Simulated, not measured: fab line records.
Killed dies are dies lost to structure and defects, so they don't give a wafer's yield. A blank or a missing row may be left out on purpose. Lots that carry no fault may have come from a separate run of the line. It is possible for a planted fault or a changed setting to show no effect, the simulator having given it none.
fab line records	flow n5-finfet
[record] lots = 24	wafers = 72	last-day = 18
route steps=1938 shown MOL_CONTACT_COAG@622 BEOL_M0_SAQP@663
lots with no fault: from the same line, run without faults
start-h: start of the lot's first displayed wafer, in hours after the record's first day	wait-h: how many hours have passed since the lot's step before this one	" unchanged from the row above	L1.1+2: several wafers, shown together as one row	- value missing, or start not given	* or withheld: withheld	< > ~ a bound
route shown NAME@n: a module of which the file shows steps, and the number in the route of the first	usual: average and standard deviation across the fault-free wafers	same: alike in all rows	chamber/n: place in a boat	sites: readings site by site	_std_site: standard deviation across them	_edge_site: outer sites' mean less inner sites'	radius-mm: how far each site lies from the wafer's centre	mask NAME#n: copy n	behind: the tool/chamber that last shaped the wafer	hold: why the lot was held/for how many hours/how that ended	device: the n, p or np transistor that did not switch	end of line: tests of these same wafers at the route's end	a step with no rows: only its recipe	killed: dies lost to structure and defects at the first sort, not the wafer's yield	map: a wafer's dies, x killed, . not, _ none there
set.NAME: the setting that was run; set.NAME@STEP: the one run at that earlier step	model.NAME: the simulator's own value behind a step, which no gauge read
the route's steps for a sample of lots (tables are steps, rows are wafers)
services: when a tool's chamber went out of use (start-h, in hours from the record's first day, below 0 if earlier), for how many hours, and the reason
[[steps]]
[step N5_MOL_CONTACT_COAG_CD_MEAS_101]
[recipe] target-cd-nm = 16
[usual] cd-nm = 15.8/0.35
lot.wafer	tool	chamber	start-h	wait-h	cd-nm
L074.4	cd-sem-02	-	105.58	0.0	16.2
L074.5	"	-	"	"	16.3
L074.6	"	-	"	"	15.8
L075.2	cd-sem-02	-	110.72	0.0	16.1
L075.3	"	-	"	"	15.7
L075.4	"	-	"	"	15.5
L076.2	cd-sem-03	-	111.92	0.0	16.2
L076.3	"	-	"	"	15.6
L076.6	"	-	"	"	16.3
L077.1	cd-sem-01	-	121.23	0.0	16.0
L077.2	"	-	"	"	15.9
L077.4	"	-	"	"	15.7
L078.1	cd-sem-02	-	135.63	0.0	15.9
L078.2	"	-	"	"	15.3
L078.4	"	-	"	"	15.6
L079.1	cd-sem-01	-	137.53	0.0	16.0
L079.4	"	-	"	"	15.8
L079.5	"	-	"	"	16.6
L080.2	cd-sem-01	-	140.40	0.0	15.5
L080.4	"	-	"	"	15.6
L080.5	"	-	"	"	16.2
L081.3	cd-sem-02	-	145.47	0.0	16.2
L081.5	"	-	"	"	16.4
L081.6	"	-	"	"	16.2
L082.2	cd-sem-01	-	156.93	0.0	15.9
L082.3	"	-	"	"	15.3
L082.6	"	-	"	"	15.7
L083.3	cd-sem-02	-	166.53	0.0	16.1
L083.4	"	-	"	"	15.5
L083.5	"	-	"	"	16.3
L084.4	cd-sem-01	-	168.19	0.0	16.0
L084.5	"	-	"	"	15.4
L084.6	"	-	"	"	15.3
L085.3	cd-sem-03	-	171.27	0.0	16.0
L085.5	"	-	"	"	16.3
L085.6	"	-	"	"	15.2
L086.1	cd-sem-01	-	175.48	0.0	16.0
L086.3	"	-	"	"	15.4
L086.5	"	-	"	"	15.9
L088.2	cd-sem-03	-	187.11	0.0	15.7
L088.3	"	-	"	"	15.4
L088.6	"	-	"	"	16.1
L087.1	cd-sem-03	-	195.34	0.0	15.4
L087.3	"	-	"	"	15.7
L087.4	"	-	"	"	15.0
L089.1	cd-sem-03	-	199.86	0.0	16.0
L089.2	"	-	"	"	16.2
L089.4	"	-	"	"	15.9
L090.3	cd-sem-03	-	200.55	0.0	15.7
L090.4	"	-	"	"	15.9
L090.5	"	-	"	"	15.8
L091.1	cd-sem-03	-	204.72	0.0	15.4
L091.3	"	-	"	"	15.6
L091.6	"	-	"	"	16.3
L092.3	cd-sem-02	-	217.76	0.0	16.2
L092.4	"	-	"	"	15.8
L092.5	"	-	"	"	15.6
L093.1	cd-sem-01	-	227.02	0.0	15.8
L093.4	"	-	"	"	15.4
L093.6	"	-	"	"	16.1
L094.1	cd-sem-02	-	228.61	0.0	15.4
L094.5	"	-	"	"	16.4
L094.6	"	-	"	"	16.2
L095.3	cd-sem-01	-	233.63	0.0	16.4
L095.4	"	-	"	"	15.7
L095.5	"	-	"	"	16.1
L096.1	cd-sem-02	-	234.63	0.0	16.4
L096.3	"	-	"	"	15.8
L096.6	"	-	"	"	16.5
L097.1	cd-sem-01	-	239.88	0.0	15.7
L097.2	"	-	"	"	16.1
L097.4	"	-	"	"	15.2
[step N5_MOL_CONTACT_COAG_CVD_140]
[recipe] material = W	target-thk-a = 665	mode = selective-fill	temp-c = 300	time-s = 215
[usual] heater-power-w = 505/35
lot.wafer	tool	chamber	start-h	wait-h	heater-power-w
L074.4	cvd-w-01	1	105.79	0.1	539
L074.5	"	1	"	"	542
L074.6	"	0	"	"	547
L075.2	cvd-w-02	1	110.85	0.1	472
L075.3	"	1	"	"	479
L075.4	"	0	"	"	467
L076.2	cvd-w-01	0	112.05	0.1	542
L076.3	"	1	"	"	542
L076.6	"	0	"	"	554
L077.1	cvd-w-01	1	121.37	0.1	533
L077.2	"	0	"	"	555
L077.4	"	1	"	"	539
L078.1	cvd-w-02	0	135.76	0.1	460
L078.2	"	1	"	"	473
L078.4	"	1	"	"	490
L079.1	cvd-w-01	1	137.66	0.1	538
L079.4	"	1	"	"	531
L079.5	"	1	"	"	526
L080.2	cvd-w-02	1	140.53	0.1	485
L080.4	"	1	"	"	481
L080.5	"	0	"	"	482
L081.3	cvd-w-02	0	145.68	0.1	491
L081.5	"	1	"	"	474
L081.6	"	0	"	"	494
L082.2	cvd-w-02	1	157.06	0.1	480
L082.3	"	0	"	"	479
L082.6	"	1	"	"	471
L083.3	cvd-w-01	1	166.74	0.1	544
L083.4	"	0	"	"	564
L083.5	"	1	"	"	538
L084.4	cvd-w-02	1	168.65	0.3	469
L084.5	"	1	"	"	489
L084.6	"	1	"	"	465
L085.3	cvd-w-02	1	171.65	0.2	479
L085.5	"	1	"	"	465
L085.6	"	1	"	"	470
L086.1	cvd-w-02	0	175.61	0.1	479
L086.3	"	0	"	"	489
L086.5	"	1	"	"	467
L088.2	cvd-w-02	0	187.24	0.1	479
L088.3	"	0	"	"	468
L088.6	"	1	"	"	472
L087.1	cvd-w-02	0	195.48	0.1	495
L087.3	"	1	"	"	484
L087.4	"	0	"	"	468
L089.1	cvd-w-02	1	199.99	0.1	475
L089.2	"	0	"	"	483
L089.4	"	1	"	"	481
L090.3	cvd-w-02	0	200.76	0.1	478
L090.4	"	1	"	"	488
L090.5	"	0	"	"	484
L091.1	cvd-w-01	1	204.85	0.1	550
L091.3	"	1	"	"	532
L091.6	"	1	"	"	536
L092.3	cvd-w-02	1	218.14	0.2	488
L092.4	"	1	"	"	482
L092.5	"	1	"	"	485
L093.1	cvd-w-01	1	227.15	0.1	533
L093.4	"	0	"	"	577
L093.6	"	0	"	"	568
L094.1	cvd-w-02	0	228.74	0.1	488
L094.5	"	1	"	"	485
L094.6	"	0	"	"	488
L095.3	cvd-w-02	1	233.84	0.1	476
L095.4	"	0	"	"	487
L095.5	"	0	"	"	487
L096.1	cvd-w-01	0	234.76	0.1	563
L096.3	"	0	"	"	561
L096.6	"	1	"	"	544
L097.1	cvd-w-01	0	240.01	0.1	568
L097.2	"	1	"	"	539
L097.4	"	1	"	"	531
[step N5_MOL_CONTACT_COAG_CMP_52]
[recipe] stop-on = SiO2	t-overpolish-s = 1.5	post-cmp-clean = w-dilute-nh4oh	down-force-psi = 4	platen-rpm = 50.289	pad-velocity-m-s = 1.0006	target-thk-nm = 66.5
[usual] motor-current-A = 12.1/1.4	overpolish-run-s = 1.501/0.0088	retaining-ring-pressure-frac = 1.000/0.0048	time-to-endpoint-s = 13.4/2.5
lot.wafer	tool	chamber	start-h	wait-h	motor-current-A	overpolish-run-s	retaining-ring-pressure-frac	time-to-endpoint-s
L074.4	cmp-03	1	106.03	0.0	12.2	1.500	0.997	15.9
L074.5	"	1	"	"	12.9	1.506	0.996	12.4
L074.6	"	2	"	"	11.9	1.512	0.997	10.6
L075.2	cmp-03	0	111.21	0.1	12.6	1.502	0.996	13.6
L075.4	"	1	"	"	12.8	1.485	1.006	17.5
L075.3	"	2	"	"	11.7	1.504	0.994	12.3
L076.2	cmp-03	0	112.41	0.1	13.0	1.488	1.002	13.0
L076.3	"	2	"	"	12.1	1.515	1.000	10.1
L076.6	"	3	"	"	13.3	1.491	1.004	16.0
L077.1	cmp-03	1	121.69	0.0	13.0	1.491	1.003	15.5
L077.2	"	3	"	"	14.2	1.488	1.009	18.1
L077.4	"	0	"	"	13.4	1.496	1.001	14.8
L078.2	cmp-04	2	136.08	0.0	13.2	1.499	1.003	13.6
L078.1	"	3	"	"	11.1	1.516	0.997	12.3
L078.4	"	0	"	"	9.7	1.496	0.999	15.0
L079.4	cmp-01	0	137.98	0.0	13.5	1.496	0.998	15.4
L079.1	"	1	"	"	10.1	1.520	0.997	11.6
L079.5	"	0	"	"	13.4	1.508	0.995	15.6
L080.2	cmp-04	0	140.86	0.0	9.6	1.502	0.997	9.3
L080.4	"	2	"	"	12.8	1.514	0.997	9.8
L080.5	"	1	"	"	10.9	1.496	1.005	15.6
L081.3	cmp-01	3	145.99	0.1	13.9	1.497	0.994	17.2
L081.6	"	1	"	"	10.2	1.506	0.996	12.4
L081.5	"	2	"	"	12.1	1.506	0.995	12.8
L082.3	cmp-01	2	157.41	0.1	12.1	1.486	0.996	10.1
L082.2	"	0	"	"	13.0	1.505	1.003	13.6
L082.6	"	2	"	"	11.8	1.507	0.996	9.4
L083.3	cmp-01	2	166.98	0.0	11.9	1.499	0.990	13.0
L083.4	"	0	"	"	13.6	1.507	1.003	18.5
L083.5	"	3	"	"	13.2	1.499	0.998	17.3
L084.4	cmp-03	2	169.05	0.1	11.6	1.496	0.997	10.6
L084.5	"	0	"	"	13.7	1.513	0.991	11.5
L084.6	"	1	"	"	11.8	1.502	1.000	16.2
L085.3	cmp-03	2	172.16	0.1	12.1	1.490	1.008	11.5
L085.5	"	3	"	"	13.8	1.497	0.995	12.4
L085.6	"	0	"	"	12.9	1.507	1.000	11.0
L086.1	cmp-03	1	175.97	0.1	12.3	1.484	1.002	13.3
L086.3	"	3	"	"	14.4	1.510	0.998	15.4
L086.5	"	1	"	"	12.6	1.520	0.997	17.3
L088.3	cmp-04	1	187.57	0.0	10.7	1.492	0.992	16.4
L088.2	"	3	"	"	11.2	1.502	0.991	12.1
L088.6	"	1	"	"	10.9	1.507	0.994	17.4
L087.4	cmp-04	0	195.83	0.1	9.8	1.503	1.003	10.3
L087.1	"	1	"	"	11.6	1.493	0.993	11.6
L087.3	"	2	"	"	13.3	1.492	1.005	7.9
L089.1	cmp-04	1	200.37	0.1	10.4	1.504	1.002	11.3
L089.4	"	2	"	"	12.5	1.489	1.007	11.1
L089.2	"	3	"	"	11.4	1.486	1.006	10.1
L090.4	cmp-04	3	201.04	0.1	11.5	1.508	1.008	14.6
L090.3	"	0	"	"	9.6	1.497	1.000	9.2
L090.5	"	3	"	"	11.6	1.517	1.005	11.8
L091.1	cmp-03	1	205.20	0.0	12.7	1.500	0.996	15.8
L091.3	"	0	"	"	12.5	1.492	0.999	13.1
L091.6	"	1	"	"	12.7	1.503	0.995	14.4
L092.4	cmp-04	1	218.64	0.1	10.4	1.499	1.001	13.9
L092.3	"	2	"	"	12.4	1.508	0.999	10.9
L092.5	"	0	"	"	9.3	1.501	1.002	10.9
L093.4	cmp-03	3	227.54	0.1	13.9	1.501	1.000	16.7
L093.1	"	0	"	"	13.0	1.495	0.997	9.0
L093.6	"	1	"	"	12.7	1.501	0.993	17.9
L094.1	cmp-04	2	229.06	0.0	13.2	1.503	0.994	11.9
L094.5	"	2	"	"	13.4	1.499	0.992	11.4
L094.6	"	3	"	"	11.3	1.519	0.997	11.0
L095.4	cmp-01	2	234.08	0.0	12.4	1.496	1.003	11.9
L095.3	"	0	"	"	13.4	1.480	0.996	16.9
L095.5	"	2	"	"	11.9	1.520	1.005	11.3
L096.1	cmp-01	1	235.12	0.1	10.5	1.506	1.000	13.8
L096.3	"	3	"	"	13.6	1.499	0.996	15.2
L096.6	"	0	"	"	13.2	1.493	1.004	18.8
L097.1	cmp-03	2	240.34	0.0	11.5	1.517	0.998	8.1
L097.2	"	0	"	"	13.2	1.502	1.006	11.1
L097.4	"	1	"	"	12.0	1.505	0.998	14.8
[step N5_MOL_CONTACT_COAG_INSPECT_97]
[recipe] inspect-instrument = darkfield	mode = post-anneal
[usual] raw-defect-count = 45/17
lot.wafer	tool	chamber	start-h	wait-h	raw-defect-count
L074.4	defect-inspect-02	-	109.52	0.1	24
L074.5	"	-	"	"	20
L074.6	"	-	"	"	29
L075.2	defect-inspect-01	-	114.54	0.0	43
L075.3	"	-	"	"	44
L075.4	"	-	"	"	21
L076.2	defect-inspect-02	-	117.54	0.0	47
L076.3	"	-	"	"	66
L076.6	"	-	"	"	52
L077.1	defect-inspect-02	-	125.03	0.0	60
L077.2	"	-	"	"	68
L077.4	"	-	"	"	51
L078.1	defect-inspect-01	-	139.42	0.0	30
L078.2	"	-	"	"	23
L078.4	"	-	"	"	24
L079.1	defect-inspect-02	-	142.42	0.0	26
L079.4	"	-	"	"	26
L079.5	"	-	"	"	36
L080.2	defect-inspect-02	-	145.46	0.1	18
L080.4	"	-	"	"	42
L080.5	"	-	"	"	22
L081.3	defect-inspect-01	-	149.30	0.1	29
L081.5	"	-	"	"	51
L081.6	"	-	"	"	38
L082.2	defect-inspect-02	-	160.74	0.0	27
L082.3	"	-	"	"	26
L082.6	"	-	"	"	31
L083.3	defect-inspect-01	-	170.37	0.1	44
L083.4	"	-	"	"	69
L083.5	"	-	"	"	67
L084.4	defect-inspect-01	-	173.39	0.1	57
L084.5	"	-	"	"	48
L084.6	"	-	"	"	56
L085.3	defect-inspect-01	-	176.37	0.1	59
L085.5	"	-	"	"	58
L085.6	"	-	"	"	82
L086.1	defect-inspect-02	-	179.34	0.0	45
L086.3	"	-	"	"	41
L086.5	"	-	"	"	45
L088.2	defect-inspect-01	-	190.94	0.0	86
L088.3	"	-	"	"	33
L088.6	"	-	"	"	34
L087.1	defect-inspect-01	-	199.16	0.0	32
L087.3	"	-	"	"	78
L087.4	"	-	"	"	55
L089.1	defect-inspect-02	-	203.67	0.0	36
L089.2	"	-	"	"	33
L089.4	"	-	"	"	37
L090.3	defect-inspect-01	-	206.71	0.1	67
L090.4	"	-	"	"	52
L090.5	"	-	"	"	55
L091.1	defect-inspect-01	-	209.69	0.0	64
L091.3	"	-	"	"	39
L091.6	"	-	"	"	69
L092.3	defect-inspect-02	-	221.97	0.1	27
L092.4	"	-	"	"	32
L092.5	"	-	"	"	29
L093.1	defect-inspect-01	-	230.81	0.0	60
L093.4	"	-	"	"	36
L093.6	"	-	"	"	40
L094.1	defect-inspect-02	-	233.83	0.0	30
L094.5	"	-	"	"	35
L094.6	"	-	"	"	52
L095.3	defect-inspect-02	-	237.47	0.1	48
L095.4	"	-	"	"	42
L095.5	"	-	"	"	40
L096.1	defect-inspect-01	-	240.43	0.0	59
L096.3	"	-	"	"	52
L096.6	"	-	"	"	122
L097.1	defect-inspect-01	-	243.68	0.0	36
L097.2	"	-	"	"	25
L097.4	"	-	"	"	33
[step N5_BEOL_M0_SAQP_SPACER1_ALD_98]
[recipe] material = SiO2	target-thk-a = 128	temp-c = 300	ald-precursor-family = BDEAS	ald-co-reactant = O2-plasma	pulse-time-s = 1	purge-time-s = 2	co-reactant-purge-time-s = 2	ald-cycles = 138	pressure-torr = 2
[usual] heater-power-w = 474/32	precursor-pulse-height-rel = 0.999/0.02
lot.wafer	tool	chamber	start-h	wait-h	heater-power-w	precursor-pulse-height-rel
L074.4	ald-sin-03	0	112.19	0.1	497	1.012
L074.5	"	3	"	"	492	0.983
L074.6	"	0	"	"	489	0.981
L075.2	ald-sin-03	2	117.76	0.4	419	1.008
L075.3	"	0	"	"	490	1.022
L075.4	"	3	"	"	489	1.005
L076.2	ald-sin-01	1	121.43	0.3	454	1.046
L076.3	"	2	"	"	479	0.979
L076.6	"	0	"	"	471	1.021
L077.1	ald-sin-01	3	128.63	0.3	545	1.000
L077.2	"	0	"	"	486	1.040
L077.4	"	1	"	"	464	1.014
L078.1	ald-sin-04	3	142.10	0.3	510	1.008
L078.2	"	2	"	"	472	1.004
L078.4	"	0	"	"	497	1.018
L079.1	ald-sin-03	1	144.84	0.3	435	1.007
L079.4	"	1	"	"	433	0.977
L079.5	"	3	"	"	477	1.026
L080.2	ald-sin-01	3	148.27	0.3	539	0.989
L080.4	"	2	"	"	499	1.010
L080.5	"	3	"	"	546	0.996
L081.3	ald-sin-03	2	152.29	0.9	416	0.959
L081.5	"	2	"	"	415	0.985
L081.6	"	1	"	"	443	1.003
L082.2	ald-sin-01	2	163.56	0.3	499	1.003
L082.3	"	0	"	"	472	1.025
L082.6	"	3	"	"	559	1.007
L083.3	ald-sin-03	2	174.01	0.4	415	1.020
L083.4	"	3	"	"	484	0.981
L083.5	"	3	"	"	483	1.010
L084.4	ald-sin-04	1	179.08	0.2	474	0.977
L084.5	"	2	"	"	490	0.982
L084.6	"	3	"	"	514	0.988
L085.3	ald-sin-04	3	181.62	2.4	515	0.997
L085.5	"	3	"	"	509	1.014
L085.6	"	2	"	"	468	0.979
L086.1	ald-sin-03	2	183.09	1.5	427	0.995
L086.3	"	2	"	"	415	1.011
L086.5	"	2	"	"	425	0.990
L088.2	ald-sin-01	0	195.53	1.9	466	0.941
L088.3	"	3	"	"	502	1.012
L088.6	"	3	"	"	490	0.968
L087.1	ald-sin-01	0	202.95	0.3	473	1.017
L087.3	"	2	"	"	468	1.006
L087.4	"	3	"	"	513	1.023
L089.1	ald-sin-03	2	208.00	0.3	408	0.986
L089.2	"	1	"	"	433	1.000
L089.4	"	3	"	"	476	1.035
L090.3	ald-sin-04	0	210.28	0.3	505	1.001
L090.4	"	1	"	"	486	1.002
L090.5	"	3	"	"	509	1.014
L091.1	ald-sin-03	2	213.74	0.5	428	0.927
L091.3	"	0	"	"	484	0.998
L091.6	"	2	"	"	421	0.992
L092.3	ald-sin-03	1	225.33	0.2	447	0.939
L092.4	"	3	"	"	477	1.009
L092.5	"	1	"	"	438	0.996
L093.1	ald-sin-04	3	234.52	0.3	503	0.997
L093.4	"	0	"	"	500	1.024
L093.6	"	2	"	"	489	1.025
L094.1	ald-sin-01	2	238.82	1.1	468	1.001
L094.5	"	1	"	"	440	0.998
L094.6	"	2	"	"	455	0.965
L095.3	ald-sin-01	1	241.13	0.1	448	0.967
L095.4	"	2	"	"	459	0.991
L095.5	"	1	"	"	445	1.012
L096.1	ald-sin-01	1	244.29	0.4	446	0.977
L096.3	"	0	"	"	491	1.000
L096.6	"	0	"	"	484	0.980
L097.1	ald-sin-03	3	247.07	0.3	495	1.032
L097.2	"	2	"	"	410	1.006
L097.4	"	0	"	"	480	0.986
[step N5_BEOL_M0_SAQP_ETCH_102]
[recipe] chemistry = CF4	target = SiO2	target-depth-a = 40	ion-energy-ev = 350	time-s = 4.4	pressure-mtorr = 10	icp-w = 800	bias-w = 400	cf4-flow-sccm = 80
[usual] cf4-flow-sccm = 80.01/0.24	drypump-motor-current-A = 5.6/0.52	oes-product-au = 0.990/0.015	throttle-valve-pct = 21.76/0.23
lot.wafer	tool	chamber	start-h	wait-h	cf4-flow-sccm	drypump-motor-current-A	oes-product-au	rf-hours-counter-h	throttle-valve-pct
L074.4	rie-si-04	1	113.01	0.1	79.67	5.3	0.981	185	21.56
L074.5	"	3	"	"	80.08	5.4	1.005	-	21.59
L074.6	"	0	"	"	79.71	5.1	1.005	-	21.82
L075.2	rie-si-05	1	118.58	0.1	79.92	5.3	0.978	48	21.49
L075.3	"	2	"	"	80.12	6.3	0.986	100	21.87
L075.4	"	3	"	"	80.06	6.1	0.989	65	22.03
L076.2	rie-si-04	3	122.25	0.1	80.19	5.5	1.002	65	21.60
L076.3	"	1	"	"	79.86	5.3	0.977	185	21.56
L076.6	"	2	"	"	79.99	4.7	1.022	-	21.70
L077.1	rie-si-04	3	129.45	0.1	80.01	5.5	0.986	65	21.58
L077.2	"	0	"	"	79.84	5.2	0.985	9	21.81
L077.4	"	2	"	"	79.73	4.7	1.003	179	21.71
L078.1	rie-si-03	3	143.13	0.1	80.15	5.7	0.995	7	22.26
L078.2	"	1	"	"	79.70	5.3	1.002	188	21.67
L078.4	"	2	"	"	80.12	6.3	0.984	39	21.51
L079.1	rie-si-03	1	146.09	0.1	79.86	5.4	0.995	188	21.67
L079.4	"	2	"	"	80.23	6.3	0.971	39	21.51
L079.5	"	1	"	"	80.38	5.3	1.003	-	21.67
L080.2	rie-si-05	2	149.10	0.1	80.15	6.3	0.984	101	21.87
L080.4	"	0	"	"	80.31	5.8	0.971	9	22.02
L080.5	"	2	"	"	80.20	6.3	0.986	-	21.87
L081.3	rie-si-05	3	153.10	0.1	79.98	6.1	0.984	65	22.03
L081.5	"	0	"	"	80.15	5.9	0.971	-	22.00
L081.6	"	3	"	"	79.95	6.1	0.990	-	22.03
L082.2	rie-si-05	3	164.39	0.1	79.90	6.1	0.993	65	22.01
L082.3	"	0	"	"	80.28	5.9	0.961	10	22.01
L082.6	"	0	"	"	79.66	5.8	0.962	-	22.02
L083.3	rie-si-04	3	174.82	0.1	79.98	5.5	1.003	66	21.60
L083.4	"	1	"	"	80.18	5.2	0.981	186	21.57
L083.5	"	2	"	"	79.81	4.7	1.020	-	21.72
L084.4	rie-si-04	2	179.93	0.1	80.05	4.7	1.028	180	21.72
L084.5	"	0	"	"	79.97	5.2	0.994	-	21.82
L084.6	"	1	"	"	80.10	5.3	0.989	-	21.57
L085.3	rie-si-05	1	182.44	0.1	79.89	5.4	1.004	49	21.50
L085.5	"	3	"	"	79.73	6.1	1.002	-	22.03
L085.6	"	0	"	"	80.04	5.9	0.959	-	22.02
L086.1	rie-si-03	3	184.13	0.1	80.48	5.8	0.996	8	22.25
L086.3	"	1	"	"	80.10	5.3	1.000	189	21.67
L086.5	"	2	"	"	79.94	6.3	0.980	-	21.54
L088.2	rie-si-04	3	196.46	0.1	79.95	5.4	0.990	67	21.60
L088.3	"	0	"	"	79.95	5.2	0.996	11	21.79
L088.6	"	2	"	"	80.29	4.7	1.015	-	21.72
L087.1	rie-si-04	3	203.94	0.1	81.02	5.5	0.984	67	21.60
L087.3	"	1	"	"	79.87	5.3	0.981	186	21.56
L087.4	"	0	"	"	79.94	5.2	0.980	11	21.81
L089.1	rie-si-04	1	208.82	0.1	79.66	5.2	0.996	187	21.58
L089.2	"	0	"	"	80.46	5.2	1.007	11	21.82
L089.4	"	2	"	"	80.15	4.7	1.033	180	21.73
L090.3	rie-si-05	0	211.37	0.1	80.13	5.9	0.958	11	22.01
L090.4	"	3	"	"	80.14	6.1	0.977	66	22.03
L090.5	"	3	"	"	80.33	6.1	0.992	-	22.03
L091.1	rie-si-05	3	214.91	0.1	80.20	6.1	0.992	66	22.03
L091.3	"	1	"	"	80.02	5.3	1.000	50	21.50
L091.6	"	2	"	"	80.32	6.3	0.986	-	21.86
L092.3	rie-si-05	3	226.15	0.1	80.15	6.1	0.996	67	22.04
L092.4	"	1	"	"	79.76	5.4	0.995	50	21.49
L092.5	"	3	"	"	79.84	6.1	0.996	-	22.04
L093.1	rie-si-05	3	235.34	0.1	79.93	6.1	0.994	67	22.05
L093.4	"	2	"	"	79.96	6.3	0.989	102	21.86
L093.6	"	0	"	"	80.04	5.9	0.959	-	22.02
L094.1	rie-si-05	0	239.74	0.1	79.65	5.9	0.957	11	22.03
L094.5	"	0	"	"	79.54	5.9	0.968	-	22.00
L094.6	"	1	"	"	79.88	5.4	0.988	-	21.49
L095.3	rie-si-04	3	242.30	0.1	80.20	5.5	0.993	68	21.61
L095.4	"	1	"	"	80.13	5.3	0.976	0	21.24
L095.5	"	0	"	"	79.70	5.2	1.011	-	21.79
L096.1	rie-si-03	2	245.11	0.1	79.82	6.3	0.962	41	21.53
L096.3	"	0	"	"	80.20	6.7	0.988	85	21.48
L096.6	"	3	"	"	80.42	5.7	0.990	-	22.26
L097.1	rie-si-04	0	247.92	0.1	79.53	5.2	1.008	12	21.83
L097.2	"	3	"	"	80.11	5.5	0.997	68	21.59
L097.4	"	1	"	"	79.99	5.3	0.985	0	21.25
[[services]]
tool	chamber	start-h	hours	kind
rie-si-03	3	85.78	4.2	repair
cmp-03	-	95.85	0.9	repair
cmp-03	-	98.56	4.0	pm
cmp-01	-	100.57	0.2	repair
cvd-w-01	-	101.12	0.3	repair
rie-si-03	3	109.96	11.0	repair
cmp-01	-	110.91	0.3	repair
cmp-04	-	119.12	2.0	repair
rie-si-04	-	124.91	0.7	repair
cvd-w-01	0	154.36	6.9	repair
rie-si-05	1	156.92	9.0	repair
rie-si-04	2	157.94	10.1	repair
cvd-w-02	0	164.64	10.2	repair
ald-sin-01	-	168.65	6.0	pm
cmp-01	-	176.62	2.9	repair
ald-sin-01	-	177.39	14.0	pm
ald-sin-03	-	179.88	2.8	pm
rie-si-05	2	189.16	4.0	repair
cvd-w-01	1	193.99	3.3	repair
cvd-w-01	-	195.03	6.9	pm
cvd-w-02	0	204.37	17.5	repair
cmp-03	-	223.70	0.5	repair
cmp-03	-	228.34	5.3	pm
cmp-04	-	231.82	1.6	repair
[[key]]
fault none
